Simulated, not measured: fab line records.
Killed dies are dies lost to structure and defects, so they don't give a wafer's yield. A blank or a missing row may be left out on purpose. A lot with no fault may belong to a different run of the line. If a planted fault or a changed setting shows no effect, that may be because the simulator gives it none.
What tool caused it?	flow nand harc	72 wafers from 24 lots sampled at 6 of the route's 1302 steps

WHAT THE GAUGES SHOWED, per wafer
Not one reading of a measure or inspect step in the record can be checked against a usual standard deviation.

WHICH TOOL RAN EACH LOT (tool, then ch and the chambers of the sampled wafers, then the start)
lot	NHARC_A_CHANNEL_HOLE_D2_ETCH_23	NHARC_A_STAIRCASE_ETCH_13	NHARC_A_STAIRCASE_ETCH_27	NHARC_A_STAIRCASE_STRIP_175	NHARC_A_STAIRCASE_TRIM_191	NHARC_A_STAIRCASE_ETCH_203
L074	har etch-01 ch 0,1, day 13 04:52	rie diel-08 ch 1,2,3, day 15 17:14 or earlier	rie diel-12 ch 0,1,2, day 15 17:14 or earlier	plasma asher-02 ch 0,1, day 15 17:14	rie diel-12 ch 2,3, no start	rie diel-08 ch 1,2, no start
L075	har etch-02 ch 0,1, day 14 02:05	rie diel-12 ch 1,2, day 16 13:11 or earlier	rie diel-12 ch 0,1,2, day 16 13:11 or earlier	plasma asher-02 ch 0,1, day 16 13:11	rie diel-07 ch 2,3, no start	rie diel-07 ch 1,2,3, no start
L076	har etch-01 ch 0,1, day 14 04:06	rie diel-07 ch 0,1,2, day 16 12:44 or earlier	rie diel-07 ch 0,1,3, day 16 12:44 or earlier	plasma asher-02 ch 0,1, day 16 12:44	rie diel-07 ch 1,2, no start	rie diel-12 ch 0,1,3, no start
L077	har etch-01 ch 0,1, day 14 18:59	rie diel-07 ch 1,2,3, day 17 04:04 or earlier	rie diel-07 ch 1,2,3, day 17 04:04 or earlier	plasma asher-02 ch 0,1, day 17 04:04	rie diel-12 ch 0,1, no start	rie diel-12 ch 0,1,2, no start
L079	har etch-01 ch 0,1, day 15 03:20	rie diel-08 ch 0,1,3, day 17 20:15 or earlier	rie diel-08 ch 0,1,3, day 17 20:15 or earlier	plasma asher-01 ch 0,1, day 17 20:15	rie diel-08 ch 0,1,2, no start	rie diel-12 ch 0,2,3, no start
L078	har etch-02 ch 0,1, day 15 04:29	rie diel-07 ch 1,2,3, day 17 21:27 or earlier	rie diel-07 ch 1,2,3, day 17 21:27 or earlier	plasma asher-01 ch 0,1, day 17 21:27	rie diel-12 ch 0,2,3, no start	rie diel-07 ch 0,1,2, no start
L080	har etch-02 ch 0,1, day 15 16:17	rie diel-08 ch 0,1,3, day 18 03:01 or earlier	rie diel-12 ch 0,1,2, day 18 03:01 or earlier	plasma asher-02 ch 0,1, day 18 03:01	rie diel-07 ch 0,1,2, no start	rie diel-08 ch 1,2,3, no start
L081	har etch-02 ch 0,1, day 16 16:57	rie diel-08 ch 1,2, day 19 02:43 or earlier	rie diel-08 ch 1,3, day 19 02:43 or earlier	plasma asher-01 ch 0,1, day 19 02:43	rie diel-12 ch 0,2,3, no start	rie diel-07 ch 0,3, no start
L082	har etch-01 ch 0,1, day 16 19:58	rie diel-08 ch 0,2,3, day 19 05:46 or earlier	rie diel-08 ch 1,2,3, day 19 05:46 or earlier	plasma asher-01 ch 1, day 19 05:46	rie diel-08 ch 0,2,3, no start	rie diel-07 ch 0,3, no start
L083	har etch-01 ch 0,1, day 17 12:28	rie diel-08 ch 0,1,3, day 19 21:19 or earlier	rie diel-07 ch 0,2,3, day 19 21:19 or earlier	plasma asher-01 ch 0,1, day 19 21:19	rie diel-08 ch 1,2, no start	rie diel-07 ch 0,3, no start
L085	har etch-01 ch 0,1, day 17 16:58	rie diel-12 ch 0,2,3, day 20 09:56 or earlier	rie diel-07 ch 0,1,2, day 20 09:56 or earlier	plasma asher-01 ch 0,1, day 20 09:56	rie diel-07 ch 1,3, no start	rie diel-12 ch 0,2,3, no start
L084	har etch-02 ch 0,1, day 17 18:09	rie diel-12 ch 1,2, day 20 06:14 or earlier	rie diel-12 ch 1,2,3, day 20 06:14 or earlier	plasma asher-02 ch 0,1, day 20 06:14	rie diel-07 ch 0,1,3, no start	rie diel-08 ch 0,1, no start
L086	har etch-02 ch 0,1, day 18 05:44	rie diel-08 ch 0,1,2, day 20 15:50 or earlier	rie diel-12 ch 1,2,3, day 20 15:50 or earlier	plasma asher-02 ch 0,1, day 20 15:50	rie diel-08 ch 0,2,3, no start	rie diel-08 ch 1,2,3, no start
L087	har etch-01 ch 0,1, day 18 06:01	rie diel-07 ch 0,1,2, day 20 15:32 or earlier	rie diel-07 ch 0,1, day 20 15:32 or earlier	plasma asher-01 ch 0,1, day 20 15:32	rie diel-08 ch 2,3, no start	rie diel-08 ch 1,2, no start
L089	har etch-02 ch 0, day 19 09:56	rie diel-12 ch 1,2, day 21 21:19 or earlier	rie diel-12 ch 2,3, day 21 21:19 or earlier	plasma asher-01 ch 0,1, day 21 21:19	rie diel-12 ch 0,2,3, no start	rie diel-12 ch 0,1,2, no start
L088	har etch-01 ch 0,1, day 19 11:41	rie diel-08 ch 1,2,3, day 21 21:09 or earlier	rie diel-08 ch 1,2, day 21 21:09 or earlier	plasma asher-02 ch 0,1, day 21 21:09	rie diel-07 ch 2,3, no start	rie diel-07 ch 1,2,3, no start
L090	har etch-02 ch 0,1, day 20 05:59	rie diel-12 ch 0,2,3, day 22 16:11 or earlier	rie diel-07 ch 0,2,3, day 22 16:11 or earlier	plasma asher-02 ch 0,1, day 22 16:11	rie diel-07 ch 0,1,3, no start	rie diel-07 ch 0,2,3, no start
L091	har etch-01 ch 0,1, day 20 17:48	rie diel-12 ch 0,3, day 23 04:14 or earlier	rie diel-12 ch 1,3, day 23 04:14 or earlier	plasma asher-02 ch 0,1, day 23 04:14	rie diel-07 ch 0,1, no start	rie diel-12 ch 0,1,3, no start
L092	har etch-02 ch 0, day 20 18:44	rie diel-08 ch 0,1,2, day 23 03:58 or earlier	rie diel-07 ch 0,2,3, day 23 03:58 or earlier	plasma asher-01 ch 0,1, day 23 03:58	rie diel-08 ch 0,3, no start	rie diel-08 ch 1,3, no start
L093	har etch-02 ch 0,1, day 21 09:08	rie diel-12 ch 0,2, day 23 21:00 or earlier	rie diel-07 ch 2,3, day 23 21:00 or earlier	plasma asher-01 ch 0,1, day 23 21:00	rie diel-12 ch 0,1,3, no start	rie diel-12 ch 0,1, no start
L094	har etch-01 ch 0,1, day 21 11:33	rie diel-12 ch 2,3, day 24 02:41 or earlier	rie diel-12 ch 0,2,3, day 24 02:41 or earlier	plasma asher-01 ch 1, day 24 02:41	rie diel-08 ch 1,2,3, no start	rie diel-07 ch 0,2,3, no start
L096	har etch-02 ch 0,1, day 22 12:08	rie diel-12 ch 0,1,3, day 24 22:26 or earlier	rie diel-07 ch 0,1,2, day 24 22:26 or earlier	plasma asher-01 ch 0,1, day 24 22:26	rie diel-07 ch 0,1,3, no start	rie diel-07 ch 0,2,3, no start
L095	har etch-01 ch 0,1, day 22 12:48	rie diel-12 ch 0,2,3, day 24 22:41 or earlier	rie diel-07 ch 2,3, day 24 22:41 or earlier	plasma asher-02 ch 0,1, day 24 22:41	rie diel-12 ch 2,3, no start	rie diel-12 ch 0,1, no start
L097	har etch-02 ch 0,1, day 23 18:38	rie diel-12 ch 0,2,3, day 26 01:44 or earlier	rie diel-12 ch 1,2,3, day 26 01:44 or earlier	plasma asher-02 ch 0, day 26 01:44	rie diel-12 ch 1,2, no start	rie diel-12 ch 0,1,3, no start
- NHARC_A_CHANNEL_HOLE_D2_ETCH_23: etches the open film in C4F8/O2/Ar, time 819 s, target depth 1600 nm.
- NHARC_A_STAIRCASE_ETCH_13: etches the open film in C4F8/O2, target depth 100 nm, time 40.5 s.
- NHARC_A_STAIRCASE_ETCH_27: etches the open film in C4F8/O2, target depth 100 nm, time 40.5 s.
- NHARC_A_STAIRCASE_STRIP_175: strips in O2.
- NHARC_A_STAIRCASE_TRIM_191: chemistry O2, time 211.2 s.
- NHARC_A_STAIRCASE_ETCH_203: etches the open film in C4F8/O2, target depth 100 nm, time 40.5 s.

AS READ BY THE TOOLS THEMSELVES (means over the sampled wafers that have a number; for cases with no such wafer, the mark the record gives instead)
NHARC_A_CHANNEL_HOLE_D2_ETCH_23. Usual: c4f8 flow sccm 89.24 sccm, standard deviation 0.24; drypump motor current A 5.1 A, standard deviation 0.49; showerhead plenum p Torr 3.66 Torr, standard deviation 0.04; throttle valve pct 32.154 %, standard deviation 0.0092.
lot	tool	c4f8 flow sccm (sccm)	drypump motor current A (A)	showerhead plenum p Torr (Torr)	throttle valve pct (%)	flag
L074	har etch-01	89.03	5.1	3.70	32.156	
L075	har etch-02	89.14	5.0	3.70	32.153	
L076	har etch-01	89.17	5.5	3.69	32.147	
L077	har etch-01	89.09	5.1	3.69	32.156	
L079	har etch-01	89.24	5.1	3.68	32.154	
L078	har etch-02	89.16	4.8	3.66	32.157	
L080	har etch-02	89.45	5.0	3.69	32.145	
L081	har etch-02	89.36	5.0	3.68	32.150	
L082	har etch-01	89.31	5.6	3.67	32.165	
L083	har etch-01	89.23	5.5	3.66	32.154	
L085	har etch-01	89.08	5.1	3.66	32.147	
L084	har etch-02	89.22	4.8	3.64	32.162	
L086	har etch-02	89.21	5.0	3.68	32.151	
L087	har etch-01	89.47	5.6	3.65	32.154	
L089	har etch-02	89.50	4.7	3.60	32.168	
L088	har etch-01	89.28	5.5	3.65	32.153	
L090	har etch-02	89.39	5.0	3.66	32.162	
L091	har etch-01	89.37	5.5	3.64	32.148	
L092	har etch-02	88.92	4.7	3.59	32.147	
L093	har etch-02	89.23	4.8	3.62	32.158	
L094	har etch-01	89.24	5.1	3.63	32.147	
L096	har etch-02	89.24	5.0	3.64	32.149	
L095	har etch-01	89.32	5.5	3.62	32.151	
L097	har etch-02	89.27	5.0	3.64	32.168	

NHARC_A_STAIRCASE_ETCH_13. Usual: oes product au 0.944 a.u., standard deviation 0.014; rf vpp V 895 V, standard deviation 4.5.
lot	tool	oes product au (a.u.)	rf vpp V (V)	flag
L074	rie diel-08	0.934	898	
L075	rie diel-12	0.960	897	
L076	rie diel-07	0.952	894	
L077	rie diel-07	0.945	893	
L079	rie diel-08	0.956	893	
L078	rie diel-07	0.957	892	
L080	rie diel-08	0.946	892	
L081	rie diel-08	0.940	894	
L082	rie diel-08	0.954	895	
L083	rie diel-08	0.938	893	
L085	rie diel-12	0.929	897	
L084	rie diel-12	0.934	896	
L086	rie diel-08	0.944	892	
L087	rie diel-07	0.939	893	
L089	rie diel-12	0.945	896	
L088	rie diel-08	0.948	897	
L090	rie diel-12	0.949	897	
L091	rie diel-12	0.949	895	
L092	rie diel-08	0.956	891	
L093	rie diel-12	0.956	896	
L094	rie diel-12	0.931	899	
L096	rie diel-12	0.948	894	
L095	rie diel-12	0.933	896	
L097	rie diel-12	0.958	896	

NHARC_A_STAIRCASE_ETCH_27. Usual: oes product au 0.941 a.u., standard deviation 0.013; rf vpp V 894 V, standard deviation 3.8.
lot	tool	oes product au (a.u.)	rf vpp V (V)	flag
L074	rie diel-12	0.932	896	
L075	rie diel-12	0.941	895	
L076	rie diel-07	0.934	892	
L077	rie diel-07	0.951	892	
L079	rie diel-08	0.932	893	
L078	rie diel-07	0.953	892	
L080	rie diel-12	0.927	895	
L081	rie diel-08	0.950	898	
L082	rie diel-08	0.950	898	
L083	rie diel-07	0.944	893	
L085	rie diel-07	0.950	893	
L084	rie diel-12	0.926	896	
L086	rie diel-12	0.932	897	
L087	rie diel-07	0.939	891	
L089	rie diel-12	0.941	898	
L088	rie diel-08	0.947	896	
L090	rie diel-07	0.945	892	
L091	rie diel-12	0.943	894	
L092	rie diel-07	0.939	892	
L093	rie diel-07	0.916	890	
L094	rie diel-12	0.932	895	
L096	rie diel-07	0.950	893	
L095	rie diel-07	0.947	892	
L097	rie diel-12	0.936	895	

NHARC_A_STAIRCASE_STRIP_175. Usual: drypump motor current A 5.9 A, standard deviation 0.48; heater power w 357 W, standard deviation 33.
lot	tool	drypump motor current A (A)	heater power w (W)	flag
L074	plasma asher-02	5.6	382	
L075	plasma asher-02	5.5	382	
L076	plasma asher-02	5.6	389	
L077	plasma asher-02	5.6	383	
L079	plasma asher-01	6.1	325	
L078	plasma asher-01	6.1	327	
L080	plasma asher-02	5.4	375	
L081	plasma asher-01	6.1	327	
L082	plasma asher-01	5.8	328	
L083	plasma asher-01	6.1	327	
L085	plasma asher-01	6.4	325	
L084	plasma asher-02	5.5	393	
L086	plasma asher-02	5.5	398	
L087	plasma asher-01	6.1	327	
L089	plasma asher-01	6.3	327	
L088	plasma asher-02	5.4	391	
L090	plasma asher-02	5.5	397	
L091	plasma asher-02	5.6	398	
L092	plasma asher-01	6.4	313	
L093	plasma asher-01	6.1	318	
L094	plasma asher-01	5.8	322	
L096	plasma asher-01	6.4	319	
L095	plasma asher-02	5.6	396	
L097	plasma asher-02	5.3	381	

NHARC_A_STAIRCASE_TRIM_191. Usual: drypump motor current A 5.8 A, standard deviation 0.4; oes product au 0.999 a.u., standard deviation 0.011; rf vpp V 57.6 V, standard deviation 0.89; showerhead plenum p Torr 3.49 Torr, standard deviation 0.12; throttle valve pct 17.036 %, standard deviation 0.009.
lot	tool	drypump motor current A (A)	oes product au (a.u.)	rf vpp V (V)	showerhead plenum p Torr (Torr)	throttle valve pct (%)	flag
L074	rie diel-12	5.9	1.001	58.5	3.63	17.041	
L075	rie diel-07	5.2	1.010	57.4	3.42	17.032	
L076	rie diel-07	6.1	1.004	57.9	3.47	17.037	
L077	rie diel-12	5.7	0.985	58.2	3.43	17.041	
L079	rie diel-08	5.7	0.993	57.4	3.44	17.036	
L078	rie diel-12	5.9	0.995	57.8	3.56	17.042	
L080	rie diel-07	6.0	1.001	57.6	3.46	17.031	
L081	rie diel-12	5.9	1.002	57.4	3.55	17.039	
L082	rie diel-08	6.1	0.997	57.3	3.52	17.040	
L083	rie diel-08	5.6	1.003	57.8	3.47	17.037	
L085	rie diel-07	5.8	1.000	57.7	3.37	17.031	
L084	rie diel-07	5.7	1.004	57.3	3.41	17.038	
L086	rie diel-08	6.0	1.001	57.7	3.51	17.028	
L087	rie diel-08	6.1	1.004	57.7	3.62	17.033	
L089	rie diel-12	5.9	0.995	57.9	3.54	17.044	
L088	rie diel-07	5.6	0.984	57.2	3.45	17.032	
L090	rie diel-07	5.7	0.998	57.4	3.40	17.032	
L091	rie diel-07	6.2	1.003	57.7	3.41	17.039	
L092	rie diel-08	6.0	0.998	57.8	3.39	17.032	
L093	rie diel-12	5.8	0.989	56.5	3.47	17.032	
L094	rie diel-08	5.9	0.999	57.7	3.54	17.035	
L096	rie diel-07	5.7	1.005	58.3	3.39	17.035	
L095	rie diel-12	6.0	1.000	57.9	3.58	17.038	
L097	rie diel-12	5.8	1.008	57.1	3.51	17.028	

NHARC_A_STAIRCASE_ETCH_203. Usual: oes product au 0.938 a.u., standard deviation 0.013; rf vpp V 894 V, standard deviation 4.1.
lot	tool	oes product au (a.u.)	rf vpp V (V)	flag
L074	rie diel-08	0.942	895	
L075	rie diel-07	0.947	893	
L076	rie diel-12	0.919	895	
L077	rie diel-12	0.926	895	
L079	rie diel-12	0.934	897	
L078	rie diel-07	0.938	894	
L080	rie diel-08	0.943	897	
L081	rie diel-07	0.935	891	
L082	rie diel-07	0.932	891	
L083	rie diel-07	0.937	893	
L085	rie diel-12	0.941	898	
L084	rie diel-08	0.948	888	
L086	rie diel-08	0.939	898	
L087	rie diel-08	0.942	896	
L089	rie diel-12	0.914	894	
L088	rie diel-07	0.942	891	
L090	rie diel-07	0.941	893	
L091	rie diel-12	0.941	894	
L092	rie diel-08	0.950	897	
L093	rie diel-12	0.924	891	
L094	rie diel-07	0.942	892	
L096	rie diel-07	0.945	892	
L095	rie diel-12	0.940	891	
L097	rie diel-12	0.923	894	

THE ANSWER, worked out from the rows above alone
Rule: a lot counts as off when the mean over its wafers that have a number is more than 3 standard deviations away from the usual mean. A lot without any number at a reading at which 4 lots or more have one is off too. Any other lot the step has rows for is counted as sound. First the gauges in route order, then the tools' own readings, where a lot's mean is used as printed above. The first step at which some lot is off is used, and at that step the reading that is off furthest; a lot without a number counts as furthest.
No lot is off on any of the readings shown, so nothing can be concluded from this.

WHAT THE SIMULATOR HAD INSERTED
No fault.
